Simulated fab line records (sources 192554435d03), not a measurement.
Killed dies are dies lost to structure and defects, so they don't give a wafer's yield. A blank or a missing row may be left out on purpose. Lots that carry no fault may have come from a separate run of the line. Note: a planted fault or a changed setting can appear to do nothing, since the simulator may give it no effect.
Chamber matching | flow n5 finfet | N5_BEOL_M2_VIA_ETCH_34 on rie diel-04 has 4 sister chambers
The step etches the open film in C4F6/O2, target depth 69.4 nm, time 65.9 s. 4 wafers are shown with their chamber, then 11 later ones without.

== WAFERS PAIRED WITH THEIR CHAMBERS ==
wafer  | chamber | throttle valve pct (%)
L079.4 | 0       | 31.2
L086.1 | 1       | 30.3
L086.5 | 2       | 30.5
L089.2 | 3       | 31.4

== WAFERS MISSING THEIR CHAMBER ==
wafer  | throttle valve pct (%)
L089.5 | 30.3
L089.6 | 30.5
L091.4 | 30.6
L091.5 | 30.6
L091.6 | 31.4
L094.1 | 31.4
L094.3 | 30.4
L094.5 | 30.4
L096.3 | 30.4
L096.5 | 30.4
L096.6 | 31.0

== CHAMBER TAKEN BY EACH ==
wafer  | from the rows above     | in truth
L089.5 | 1                       | 1
L089.6 | 2                       | 2
L091.4 | 2                       | 2
L091.5 | 2                       | 2
L091.6 | 3                       | 3
L094.1 | 3                       | 3
L094.3 | can't be placed: 1 or 2 | 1
L094.5 | can't be placed: 1 or 2 | 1
L096.3 | can't be placed: 1 or 2 | 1
L096.5 | can't be placed: 1 or 2 | 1
L096.6 | 0                       | 0
7 of 11 placed correctly. Can't be placed from these rows: 4 (the true chamber is among the candidates in 4). Placed wrongly: 0.
How it was worked out, from the rows above alone: a wafer's distance from a chamber is the root of the sum, over the readings, of the square of ((its reading less the chamber's mean) divided by the reading's scatter). If the next closest chamber is less than 2 further off than the closest, the wafer can't be placed; otherwise it belongs to the closest. For every chamber, the mean is computed from those of its wafers that are shown. The scatter: root of mean squared gap, hidden wafer to nearest shown wafer, with one shown wafer a chamber.
